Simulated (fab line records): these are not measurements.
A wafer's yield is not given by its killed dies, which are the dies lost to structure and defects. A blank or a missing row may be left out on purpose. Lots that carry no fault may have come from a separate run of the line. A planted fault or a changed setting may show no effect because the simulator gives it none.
fab line records ; flow nand-harc ; part 1 of 2: steps 1 to 30 of 42
record lots=5; wafers=15; last-day=28
route steps=1302 shown P_GATE@188 P_CONTACT@217
lots that met no fault: from a run of the same line without faults
start-h: start of the lot's first displayed wafer, in hours after the record's first day ; wait-h: hours from the lot's prior step to this one ; " as in the row above ; L1.1+2: one row covering several wafers at once ; - no value, or no start was given ; * or withheld: withheld ; < > ~ a bound
route shown NAME@n: NAME is a module with steps in the file, n the number in the route of the first one ; usual: mean and standard deviation over wafers with no fault ; same: alike in all rows ; chamber/n: place in a boat ; sites: per-site readings ; _std_site: the standard deviation of these ; _edge_site: mean of outer sites minus mean of inner sites ; radius-mm: how far each site lies from the wafer's centre ; mask NAME#n: copy n ; behind: the tool/chamber that last shaped the wafer ; hold: what put the lot on hold/how long, in hours/how the hold closed ; device: transistor that didn't switch, given as n, p or np ; end of line: tests run on the same wafers once the route is complete ; where a step has no rows: the recipe by itself ; killed: not the wafer's yield, but the dies lost to structure and defects at the first sort ; map: a wafer's dies, marking killed ones x, the rest . and places with no die _
set.NAME: the run value of the setting; set.NAME@STEP: its run value at that earlier step ; model.NAME: the simulator's own value behind a step, which no gauge read
lots at some steps of the route; a table a step, a row a wafer
services: from which hour (start-h, from the record's first day; less than 0 if before it) a tool's chamber was out of use, for how many hours, and why
## steps
# step NHARC_P_GATE_IMPLANT_62
# recipe energy-kev=20; dose-cm2=3e+15; tilt-deg=7
lot.wafer;tool;chamber;start-h;wait-h
L074.2+3+5;implanter-01;0;122.20;0.1
L079.4+5+6;implanter-02;0;159.31;0.2
L082.3+4+6;implanter-01;0;189.04;0.2
L084.2+4+5;implanter-02;0;212.20;0.2
L086.2+5+6;implanter-01;0;229.27;0.1
# step NHARC_P_GATE_STRIP_112
# recipe power-w=1500; temp-c=110; time-s=200; chemistry=N2/H2
# usual drypump-motor-current-A=5.4/0.55; heater-power-w=83/3.9
lot.wafer;tool;chamber;start-h;wait-h;drypump-motor-current-A;heater-power-w;rf-hours-counter-h
L074.2;plasma-asher-02;1;122.39;0.2;5.1;84;8
L074.3;plasma-asher-02;0;122.39;0.2;4.7;93;-
L074.5;plasma-asher-02;1;122.39;0.2;5.0;83;-
L079.4;plasma-asher-02;1;159.53;0.2;5.0;83;-
L079.6;plasma-asher-02;1;159.53;0.2;5.1;87;-
L079.5;plasma-asher-02;0;159.53;0.2;4.8;92;-
L082.3;plasma-asher-02;0;189.29;0.2;4.8;93;-
L082.4;plasma-asher-02;1;189.29;0.2;5.1;85;-
L082.6;plasma-asher-02;0;189.29;0.2;4.7;92;-
L084.2;plasma-asher-01;0;212.39;0.2;5.1;84;8
L084.4;plasma-asher-01;0;212.39;0.2;5.1;81;-
L084.5;plasma-asher-01;0;212.39;0.2;5.0;81;-
L086.2;plasma-asher-01;0;229.50;0.2;5.1;81;11
L086.5;plasma-asher-01;1;229.50;0.2;6.1;83;-
L086.6;plasma-asher-01;0;229.50;0.2;5.0;81;-
# step NHARC_P_GATE_STRIP_76
# recipe power-w=1500; temp-c=250; chemistry=O2
# usual drypump-motor-current-A=5.4/0.54; heater-power-w=310/15
lot.wafer;tool;chamber;start-h;wait-h;drypump-motor-current-A;heater-power-w;rf-hours-counter-h
L074.2;plasma-asher-02;1;122.65;0.2;5.1;319;9
L074.3;plasma-asher-02;0;122.65;0.2;4.8;350;-
L074.5;plasma-asher-02;1;122.65;0.2;5.1;309;-
L079.4;plasma-asher-02;1;159.73;0.2;5.0;306;-
L079.6;plasma-asher-02;1;159.73;0.2;5.1;318;-
L079.5;plasma-asher-02;0;159.73;0.2;4.7;345;-
L082.3;plasma-asher-02;0;189.49;0.2;4.7;349;-
L082.4;plasma-asher-02;1;189.49;0.2;5.0;313;-
L082.6;plasma-asher-02;0;189.49;0.2;4.7;342;-
L084.2;plasma-asher-01;0;212.65;0.2;5.1;301;8
L084.4;plasma-asher-01;0;212.65;0.2;5.1;311;-
L084.5;plasma-asher-01;0;212.65;0.2;5.0;307;-
L086.2;plasma-asher-01;0;229.73;0.2;5.0;306;11
L086.5;plasma-asher-01;1;229.73;0.2;6.1;299;-
L086.6;plasma-asher-01;0;229.73;0.2;5.1;305;-
# step NHARC_P_GATE_STRIP_63
# recipe time-s=900; temp-c=130; chemistry=SPM
lot.wafer;tool;chamber;start-h;wait-h
L074.5+3+2;wet-bench-03;1,2,5;122.80;0.1
L079.4+6+5;wet-bench-02;1,2,6;159.85;0.1
L082.6+3+4;wet-bench-03;4,5,7;189.61;0.1
L084.2+4+5;wet-bench-01;4,7,0;212.80;0.1
L086.6+2+5;wet-bench-02;4,0,1;229.86;0.1
# step NHARC_P_GATE_DEHYDRATE_83
# recipe temp-c=150; time-s=120
# usual plate-temp-C=150.01/0.15
lot.wafer;tool;chamber;start-h;wait-h;plate-temp-C
L074.2;litho-track-07;0;123.15;-;150.16
L074.3;litho-track-07;0;123.15;-;150.02
L074.5;litho-track-07;0;123.15;-;150.18
L079.4;litho-track-05;0;160.21;-;150.07
L079.5;litho-track-05;0;160.21;-;149.82
L079.6;litho-track-05;0;160.21;-;150.08
L082.3;litho-track-03;0;189.96;-;150.10
L082.4;litho-track-03;0;189.96;-;149.94
L082.6;litho-track-03;0;189.96;-;149.93
L084.2;litho-track-03;0;213.14;-;150.04
L084.4;litho-track-03;0;213.14;-;150.01
L084.5;litho-track-03;0;213.14;-;150.11
L086.2;litho-track-03;0;230.21;-;149.84
L086.5;litho-track-03;0;230.21;-;150.04
L086.6;litho-track-03;0;230.21;-;149.94
# step NHARC_P_GATE_HMDS_84
# recipe time-s=30
lot.wafer;tool;chamber;start-h;wait-h
L074.2+3+5;litho-track-07;0;-;-
L079.4+5+6;litho-track-05;0;-;-
L082.3+4+6;litho-track-03;0;-;-
L084.2+4+5;litho-track-03;0;-;-
L086.2+5+6;litho-track-03;0;-;-
# step NHARC_P_GATE_COAT_85
# recipe spin-rpm=3000
# usual spin-speed-rpm=3000.1/2.1
lot.wafer;tool;chamber;start-h;wait-h;spin-speed-rpm
L074.2;litho-track-07;0;-;-;3003.7
L074.3;litho-track-07;0;-;-;2999.7
L074.5;litho-track-07;0;-;-;3000.2
L079.4;litho-track-05;0;-;-;2999.6
L079.5;litho-track-05;0;-;-;3000.0
L079.6;litho-track-05;0;-;-;3000.4
L082.3;litho-track-03;0;-;-;3002.5
L082.4;litho-track-03;0;-;-;2996.8
L082.6;litho-track-03;0;-;-;3005.6
L084.2;litho-track-03;0;-;-;3000.0
L084.4;litho-track-03;0;-;-;2997.8
L084.5;litho-track-03;0;-;-;2999.6
L086.2;litho-track-03;0;-;-;3000.3
L086.5;litho-track-03;0;-;-;2994.4
L086.6;litho-track-03;0;-;-;3000.9
# step NHARC_P_GATE_SOFTBAKE_86
# recipe temp-c=122; time-s=95
# usual plate-temp-C=122.02/0.13
lot.wafer;tool;chamber;start-h;wait-h;plate-temp-C
L074.2;litho-track-07;0;-;-;122.07
L074.3;litho-track-07;0;-;-;121.77
L074.5;litho-track-07;0;-;-;121.83
L079.4;litho-track-05;0;-;-;122.15
L079.5;litho-track-05;0;-;-;122.17
L079.6;litho-track-05;0;-;-;122.09
L082.3;litho-track-03;0;-;-;122.05
L082.4;litho-track-03;0;-;-;121.99
L082.6;litho-track-03;0;-;-;122.08
L084.2;litho-track-03;0;-;-;121.91
L084.4;litho-track-03;0;-;-;122.18
L084.5;litho-track-03;0;-;-;121.95
L086.2;litho-track-03;0;-;-;121.88
L086.5;litho-track-03;0;-;-;121.87
L086.6;litho-track-03;0;-;-;121.88
# step NHARC_P_GATE_EBR_87
lot.wafer;tool;chamber;start-h;wait-h
L074.2+3+5;litho-track-07;0;-;-
L079.4+5+6;litho-track-05;0;-;-
L082.3+4+6;litho-track-03;0;-;-
L084.2+4+5;litho-track-03;0;-;-
L086.2+5+6;litho-track-03;0;-;-
# step NHARC_P_GATE_EXPOSE_88
# recipe na=0.6; target-cd-nm=2000; dose-mj=11.87; mask-id=P_HVN
# usual reticle-temp-C=23.00/0.12
lot.wafer;tool;chamber;start-h;wait-h;mask;reticle-temp-C
L074.2;krf-scanner-02;0;123.42;-;P_HVN#0;22.87
L074.3;krf-scanner-02;0;123.42;-;P_HVN#0;22.91
L074.5;krf-scanner-02;0;123.42;-;P_HVN#0;22.99
L079.4;krf-scanner-02;0;160.49;-;P_HVN#0;23.08
L079.5;krf-scanner-02;0;160.49;-;P_HVN#0;23.16
L079.6;krf-scanner-02;0;160.49;-;P_HVN#0;23.18
L082.3;krf-scanner-01;0;190.24;-;P_HVN#0;22.95
L082.4;krf-scanner-01;0;190.24;-;P_HVN#0;23.03
L082.6;krf-scanner-01;0;190.24;-;P_HVN#0;23.08
L084.2;krf-scanner-02;0;213.41;-;P_HVN#0;22.85
L084.4;krf-scanner-02;0;213.41;-;P_HVN#0;23.12
L084.5;krf-scanner-02;0;213.41;-;P_HVN#0;22.98
L086.2;krf-scanner-02;0;230.48;-;P_HVN#0;22.85
L086.5;krf-scanner-02;0;230.48;-;P_HVN#0;22.73
L086.6;krf-scanner-02;0;230.48;-;P_HVN#0;22.70
# step NHARC_P_GATE_PEB_89
# recipe peb-temp-c=118; peb-time-s=85
# usual plate-temp-C=118.02/0.13
lot.wafer;tool;chamber;start-h;wait-h;plate-temp-C
L074.2;litho-track-05;0;123.48;0.1;118.02
L074.3;litho-track-05;0;123.48;0.1;117.95
L074.5;litho-track-05;0;123.48;0.1;118.03
L079.4;litho-track-07;0;160.54;0.0;118.12
L079.5;litho-track-07;0;160.54;0.0;118.22
L079.6;litho-track-07;0;160.54;0.0;118.17
L082.3;litho-track-07;0;190.30;0.1;118.17
L082.4;litho-track-07;0;190.30;0.1;117.83
L082.6;litho-track-07;0;190.30;0.1;118.00
L084.2;litho-track-05;0;213.48;0.1;118.09
L084.4;litho-track-05;0;213.48;0.1;118.07
L084.5;litho-track-05;0;213.48;0.1;118.00
L086.2;litho-track-05;0;230.55;0.1;117.93
L086.5;litho-track-05;0;230.55;0.1;117.90
L086.6;litho-track-05;0;230.55;0.1;117.92
# step NHARC_P_GATE_DEVELOP_90
# recipe time-s=70
lot.wafer;tool;chamber;start-h;wait-h
L074.2+3+5;litho-track-05;0;-;-
L079.4+5+6;litho-track-07;0;-;-
L082.3+4+6;litho-track-07;0;-;-
L084.2+4+5;litho-track-05;0;-;-
L086.2+5+6;litho-track-05;0;-;-
# step NHARC_P_GATE_CD_MEAS_91
# recipe target-cd-nm=2000; landing-energy-ev=500
# usual cd-nm=2001.8/2
lot.wafer;tool;chamber;start-h;wait-h;cd-nm
L074.2;cd-sem-01;0;123.57;-;2001.4
L074.3;cd-sem-01;0;123.57;-;2001.5
L074.5;cd-sem-01;0;123.57;-;2000.6
L079.4;cd-sem-01;0;160.64;-;2005.3
L079.5;cd-sem-01;0;160.64;-;2002.4
L079.6;cd-sem-01;0;160.64;-;2003.9
L082.3;cd-sem-02;0;190.39;-;2003.8
L082.4;cd-sem-02;0;190.39;-;2001.7
L082.6;cd-sem-02;0;190.39;-;2004.7
L084.2;cd-sem-02;0;213.57;-;2003.7
L084.4;cd-sem-02;0;213.57;-;2001.8
L084.5;cd-sem-02;0;213.57;-;2004.4
L086.2;cd-sem-02;0;230.64;-;2001.0
L086.5;cd-sem-02;0;230.64;-;2004.4
L086.6;cd-sem-02;0;230.64;-;1999.6
# step NHARC_P_GATE_HARDBAKE_92
# recipe temp-c=125; time-s=80
# usual plate-temp-C=124.98/0.13
lot.wafer;tool;chamber;start-h;wait-h;plate-temp-C
L074.2;litho-track-07;0;123.65;-;124.87
L074.3;litho-track-07;0;123.65;-;125.07
L074.5;litho-track-07;0;123.65;-;124.80
L079.4;litho-track-05;0;160.72;-;125.02
L079.5;litho-track-05;0;160.72;-;124.99
L079.6;litho-track-05;0;160.72;-;125.05
L082.3;litho-track-05;0;190.47;-;124.97
L082.4;litho-track-05;0;190.47;-;124.99
L082.6;litho-track-05;0;190.47;-;124.81
L084.2;litho-track-03;0;213.65;-;125.02
L084.4;litho-track-03;0;213.65;-;124.90
L084.5;litho-track-03;0;213.65;-;124.75
L086.2;litho-track-03;0;230.72;-;124.84
L086.5;litho-track-03;0;230.72;-;124.90
L086.6;litho-track-03;0;230.72;-;125.01
# step NHARC_P_GATE_DESCUM_93
# recipe time-s=3; o2-flow-sccm=200; ar-flow-sccm=0; bias-power-w=0; chemistry=O2
# usual drypump-motor-current-A=5.8/0.48; oes-product-au=0.998/0.012; rf-vpp-V=57.7/0.91; showerhead-plenum-p-Torr=1.88/0.076; throttle-valve-pct=11.311/0.0088
lot.wafer;tool;chamber;start-h;wait-h;drypump-motor-current-A;oes-product-au;rf-hours-counter-h;rf-vpp-V;showerhead-plenum-p-Torr;throttle-valve-pct
L074.3;rie-diel-11;1;123.73;-;6.3;1.007;0.2;57.9;1.84;11.308
L074.2;rie-diel-11;3;123.73;-;5.6;1.008;0.2;58.0;1.88;11.298
L074.5;rie-diel-11;2;123.73;-;5.9;1.018;-;56.8;1.85;11.303
L079.4;rie-diel-11;3;160.79;-;5.6;1.000;2.0;59.9;1.88;11.311
L079.6;rie-diel-11;3;160.79;-;5.6;1.003;-;57.8;1.88;11.296
L079.5;rie-diel-11;0;160.79;-;5.9;1.008;-;57.5;1.98;11.318
L082.3;rie-diel-07;3;190.54;-;6.5;0.996;2.6;58.2;1.84;11.307
L082.4;rie-diel-07;2;190.54;-;5.1;0.970;1.5;58.7;2.03;11.334
L082.6;rie-diel-07;3;190.54;-;6.5;0.994;-;58.2;1.84;11.312
L084.4;rie-diel-07;2;213.72;-;5.1;0.978;4.0;57.2;2.03;11.300
L084.2;rie-diel-07;0;213.72;-;5.2;0.994;3.0;57.4;1.80;11.317
L084.5;rie-diel-07;2;213.72;-;5.1;0.984;-;58.5;2.03;11.322
L086.2;rie-diel-07;1;230.81;-;6.3;1.001;4.2;56.1;1.83;11.319
L086.5;rie-diel-07;0;230.81;-;5.2;0.981;-;56.8;1.80;11.319
L086.6;rie-diel-07;1;230.81;-;6.3;0.995;-;57.9;1.83;11.306
# step NHARC_P_GATE_IMPLANT_94
# recipe energy-kev=60; dose-cm2=2e+15; tilt-deg=7
lot.wafer;tool;chamber;start-h;wait-h
L074.2+3+5;implanter-01;0;123.91;0.1
L079.4+5+6;implanter-02;0;161.03;0.2
L082.3+4+6;implanter-02;0;190.75;0.2
L084.2+4+5;implanter-02;0;213.90;0.1
L086.2+5+6;implanter-02;0;230.97;0.2
# step NHARC_P_GATE_STRIP_113
# recipe power-w=1500; temp-c=110; time-s=740; chemistry=N2/H2
# usual drypump-motor-current-A=5.2/0.51; heater-power-w=84/4.5
lot.wafer;tool;chamber;start-h;wait-h;drypump-motor-current-A;heater-power-w;rf-hours-counter-h
L074.2;plasma-asher-02;0;124.13;0.2;4.7;93;9
L074.3;plasma-asher-02;0;124.13;0.2;4.7;91;-
L074.5;plasma-asher-02;1;124.13;0.2;5.1;84;-
L079.4;plasma-asher-01;0;161.52;0.5;5.0;78;-
L079.5;plasma-asher-01;1;161.52;0.5;6.1;76;-
L079.6;plasma-asher-01;0;161.52;0.5;5.1;79;-
L082.4;plasma-asher-01;0;191.15;0.3;5.1;82;-
L082.3;plasma-asher-01;1;191.15;0.3;6.1;82;-
L082.6;plasma-asher-01;0;191.15;0.3;5.1;83;-
L084.2;plasma-asher-01;1;214.22;0.3;6.1;82;8
L084.4;plasma-asher-01;0;214.22;0.3;5.0;81;-
L084.5;plasma-asher-01;0;214.22;0.3;5.0;82;-
L086.2;plasma-asher-02;1;231.29;0.3;5.0;85;34
L086.6;plasma-asher-02;0;231.29;0.3;4.7;93;-
L086.5;plasma-asher-02;1;231.29;0.3;5.0;85;-
# step NHARC_P_GATE_STRIP_95
# recipe power-w=1500; temp-c=250; chemistry=O2
# usual drypump-motor-current-A=5.2/0.5; heater-power-w=314/17
lot.wafer;tool;chamber;start-h;wait-h;drypump-motor-current-A;heater-power-w;rf-hours-counter-h
L074.2;plasma-asher-02;0;124.83;0.6;4.7;359;10
L074.3;plasma-asher-02;0;124.83;0.6;4.7;348;-
L074.5;plasma-asher-02;1;124.83;0.6;5.1;309;-
L079.4;plasma-asher-01;0;161.91;0.3;5.0;286;-
L079.5;plasma-asher-01;1;161.91;0.3;6.1;285;-
L079.6;plasma-asher-01;0;161.91;0.3;5.0;293;-
L082.4;plasma-asher-01;0;191.64;0.4;5.1;303;-
L082.3;plasma-asher-01;1;191.64;0.4;6.1;304;-
L082.6;plasma-asher-01;0;191.64;0.4;5.1;312;-
L084.2;plasma-asher-01;1;214.83;0.5;6.1;313;9
L084.4;plasma-asher-01;0;214.83;0.5;5.0;302;-
L084.5;plasma-asher-01;0;214.83;0.5;5.1;309;-
L086.2;plasma-asher-02;1;231.89;0.5;5.1;311;34
L086.6;plasma-asher-02;0;231.89;0.5;4.8;342;-
L086.5;plasma-asher-02;1;231.89;0.5;5.1;319;-
# step NHARC_P_GATE_STRIP_96
# recipe time-s=900; temp-c=130; chemistry=SPM
lot.wafer;tool;chamber;start-h;wait-h
L074.5+3+2;wet-bench-03;2,3,4;125.06;0.2
L079.5+6+4;wet-bench-03;3,5,6;162.11;0.2
L082.4+6+3;wet-bench-01;1,5,6;191.83;0.2
L084.2+4+5;wet-bench-01;0,1,5;215.03;0.2
L086.6+5+2;wet-bench-03;7,0,2;232.13;0.2
# step NHARC_P_GATE_RTA_64
# recipe temp-c=1050; time-s=1
# usual lamp-power-pct=33.6/1.9; wafer_temp_C_max=1056.0/1.1
lot.wafer;tool;chamber;start-h;wait-h;lamp-power-pct;wafer_temp_C_max
L074.2;rtp-anneal-02;0;125.42;-;35.2;1056.2
L074.3;rtp-anneal-02;0;125.42;-;35.2;1057.0
L074.5;rtp-anneal-02;0;125.42;-;35.2;1055.3
L079.4;rtp-anneal-02;0;162.53;-;35.3;1057.3
L079.5;rtp-anneal-02;0;162.53;-;35.2;1057.0
L079.6;rtp-anneal-02;0;162.53;-;35.2;1057.3
L082.3;rtp-anneal-02;0;192.24;-;35.1;1056.7
L082.4;rtp-anneal-02;0;192.24;-;35.2;1055.8
L082.6;rtp-anneal-02;0;192.24;-;35.2;1056.7
L084.2;rtp-anneal-02;0;215.40;-;35.3;1055.1
L084.4;rtp-anneal-02;0;215.40;-;35.2;1055.9
L084.5;rtp-anneal-02;0;215.40;-;35.2;1056.3
L086.2;rtp-anneal-02;0;232.52;-;35.3;1055.6
L086.5;rtp-anneal-02;0;232.52;-;35.2;1057.4
L086.6;rtp-anneal-02;0;232.52;-;35.2;1055.4
# step NHARC_P_GATE_ETCH_77
# recipe target-depth-a=60; chemistry=dHF; material=SiO2
lot.wafer;tool;chamber;start-h;wait-h
L074.2+5+3;wet-bench-02;4,6,7;125.61;0.2
L079.5+6+4;wet-bench-01;0,2,3;162.65;0.1
L082.6+3+4;wet-bench-02;4,5,7;192.39;0.0
L084.4+2+5;wet-bench-02;4,6,7;215.59;0.1
L086.6+2+5;wet-bench-03;4,6,0;232.70;0.0
# step NHARC_P_GATE_DEGAS_109
# recipe temp-c=300; time-s=60
# usual heater-power-w=475/47
lot.wafer;tool;chamber;start-h;wait-h;heater-power-w
L074.2;pvd-sputter-03;-;125.71;0.1;417
L074.3;pvd-sputter-03;-;125.71;0.1;541
L074.5;pvd-sputter-03;-;125.71;0.1;451
L079.4;pvd-sputter-03;-;162.76;0.1;453
L079.5;pvd-sputter-03;-;162.76;0.1;487
L079.6;pvd-sputter-03;-;162.76;0.1;455
L082.3;pvd-sputter-01;-;192.50;0.1;441
L082.4;pvd-sputter-01;-;192.50;0.1;522
L082.6;pvd-sputter-01;-;192.50;0.1;417
L084.4;pvd-sputter-01;-;215.68;0.1;515
L084.2;pvd-sputter-01;-;215.68;0.1;424
L084.5;pvd-sputter-01;-;215.68;0.1;508
L086.2;pvd-sputter-02;-;232.84;0.1;503
L086.5;pvd-sputter-02;-;232.84;0.1;558
L086.6;pvd-sputter-02;-;232.84;0.1;504
# step NHARC_P_GATE_PRE_CLEAN_110
# recipe time-s=30; bias-v=200; gas=Ar
lot.wafer;tool;chamber;start-h;wait-h
L074.2+3+5;pvd-sputter-03;-;-;-
L079.4+6+5;pvd-sputter-03;-;-;-
L082.3+4+6;pvd-sputter-01;-;-;-
L084.4+2+5;pvd-sputter-01;-;-;-
L086.2+5+6;pvd-sputter-02;-;-;-
# step NHARC_P_GATE_SPUTTER_78
# recipe target-thk-a=100; material=Ni
lot.wafer;tool;chamber;start-h;wait-h
L074.3+2+5;pvd-sputter-03;-;-;-
L079.4+5+6;pvd-sputter-03;-;-;-
L082.3+4+6;pvd-sputter-01;-;-;-
L084.2+4+5;pvd-sputter-01;-;-;-
L086.2+5+6;pvd-sputter-02;-;-;-
# step NHARC_P_GATE_SPUTTER_79
# recipe target-thk-a=100; material=TiN
lot.wafer;tool;chamber;start-h;wait-h
L074.2+3+5;pvd-sputter-03;-;-;-
L079.4+6+5;pvd-sputter-03;-;-;-
L082.4+3+6;pvd-sputter-01;-;-;-
L084.2+4+5;pvd-sputter-01;-;-;-
L086.2+5+6;pvd-sputter-02;-;-;-
# step NHARC_P_GATE_RTA_80
# recipe temp-c=300; time-s=30
# usual wafer_temp_C_max=301.7/0.41
lot.wafer;tool;chamber;start-h;wait-h;wafer_temp_C_max
L074.2;rtp-anneal-01;0;126.03;-;300.9
L074.3;rtp-anneal-01;0;126.03;-;301.9
L074.5;rtp-anneal-01;0;126.03;-;301.1
L079.4;rtp-anneal-01;0;163.13;-;301.6
L079.5;rtp-anneal-01;0;163.13;-;301.6
L079.6;rtp-anneal-01;0;163.13;-;301.7
L082.3;rtp-anneal-01;0;192.84;-;301.5
L082.4;rtp-anneal-01;0;192.84;-;301.6
L082.6;rtp-anneal-01;0;192.84;-;301.8
L084.2;rtp-anneal-01;0;216.00;-;302.0
L084.4;rtp-anneal-01;0;216.00;-;301.6
L084.5;rtp-anneal-01;0;216.00;-;302.4
L086.2;rtp-anneal-01;0;233.16;-;302.0
L086.5;rtp-anneal-01;0;233.16;-;301.6
L086.6;rtp-anneal-01;0;233.16;-;301.8
# step NHARC_P_GATE_STRIP_67
# recipe time-s=600; temp-c=130; chemistry=SPM
lot.wafer;tool;chamber;start-h;wait-h
L074.3+2+5;wet-bench-02;5,7,0;126.20;0.1
L079.6+4+5;wet-bench-03;2,3,5;163.25;0.0
L082.6+3+4;wet-bench-03;1,3,4;192.98;0.0
L084.2+4+5;wet-bench-01;6,7,0;216.20;0.2
L086.6+2+5;wet-bench-02;0,1,5;233.33;0.0
# step NHARC_P_GATE_RTA_82
# recipe temp-c=450; time-s=30
# usual lamp-power-pct=3.91/0.23; wafer_temp_C_max=452.6/0.6
lot.wafer;tool;chamber;start-h;wait-h;lamp-power-pct;wafer_temp_C_max
L074.2;rtp-anneal-02;0;126.49;-;4.13;453.5
L074.3;rtp-anneal-02;0;126.49;-;4.12;452.4
L074.5;rtp-anneal-02;0;126.49;-;4.12;453.7
L079.4;rtp-anneal-02;0;163.59;-;4.13;452.1
L079.5;rtp-anneal-02;0;163.59;-;4.12;452.2
L079.6;rtp-anneal-02;0;163.59;-;4.13;452.8
L082.3;rtp-anneal-02;0;193.29;-;4.12;453.1
L082.4;rtp-anneal-02;0;193.29;-;4.12;452.1
L082.6;rtp-anneal-02;0;193.29;-;4.13;452.0
L084.2;rtp-anneal-01;0;216.46;-;3.66;452.3
L084.4;rtp-anneal-01;0;216.46;-;3.66;452.7
L084.5;rtp-anneal-01;0;216.46;-;3.66;453.0
L086.2;rtp-anneal-01;0;233.64;-;3.66;451.9
L086.5;rtp-anneal-01;0;233.64;-;3.66;452.0
L086.6;rtp-anneal-01;0;233.64;-;3.66;453.0
# step NHARC_P_GATE_INSPECT_68
# usual raw-defect-count=189/63
lot.wafer;tool;chamber;start-h;wait-h;raw-defect-count
L074.2;defect-inspect-01;-;126.66;0.1;116
L074.3;defect-inspect-01;-;126.66;0.1;136
L074.5;defect-inspect-01;-;126.66;0.1;152
L079.4;defect-inspect-02;-;163.71;0.1;205
L079.5;defect-inspect-02;-;163.71;0.1;122
L079.6;defect-inspect-02;-;163.71;0.1;134
L082.3;defect-inspect-01;-;193.44;0.1;217
L082.4;defect-inspect-01;-;193.44;0.1;186
L082.6;defect-inspect-01;-;193.44;0.1;171
L084.2;defect-inspect-01;-;216.63;0.1;214
L084.4;defect-inspect-01;-;216.63;0.1;206
L084.5;defect-inspect-01;-;216.63;0.1;190
L086.2;defect-inspect-01;-;233.81;0.1;260
L086.5;defect-inspect-01;-;233.81;0.1;160
L086.6;defect-inspect-01;-;233.81;0.1;245
# step NHARC_P_CONTACT_DEP_30
# recipe target-thk-a=300; temp-c=400; target-thk-nm=30; flow-sccm=200; rf-w=450; material=SiNx
# usual heater-power-w=712/100
lot.wafer;tool;chamber;start-h;wait-h;heater-power-w
L074.3;pecvd-03;2;126.72;0.1;670
L074.2;pecvd-03;1;126.72;0.1;663
L074.5;pecvd-03;2;126.72;0.1;721
L079.6;pecvd-04;2;163.89;0.2;625
L079.4;pecvd-04;0;163.89;0.2;735
L079.5;pecvd-04;1;163.89;0.2;744
L082.3;pecvd-04;1;193.50;0.1;666
L082.6;pecvd-04;2;193.50;0.1;609
L082.4;pecvd-04;0;193.50;0.1;697
L084.2;pecvd-01;0;216.70;0.1;794
L084.4;pecvd-01;1;216.70;0.1;617
L084.5;pecvd-01;1;216.70;0.1;626
L086.2;pecvd-03;0;233.96;0.1;584
L086.6;pecvd-03;1;233.96;0.1;698
L086.5;pecvd-03;0;233.96;0.1;572
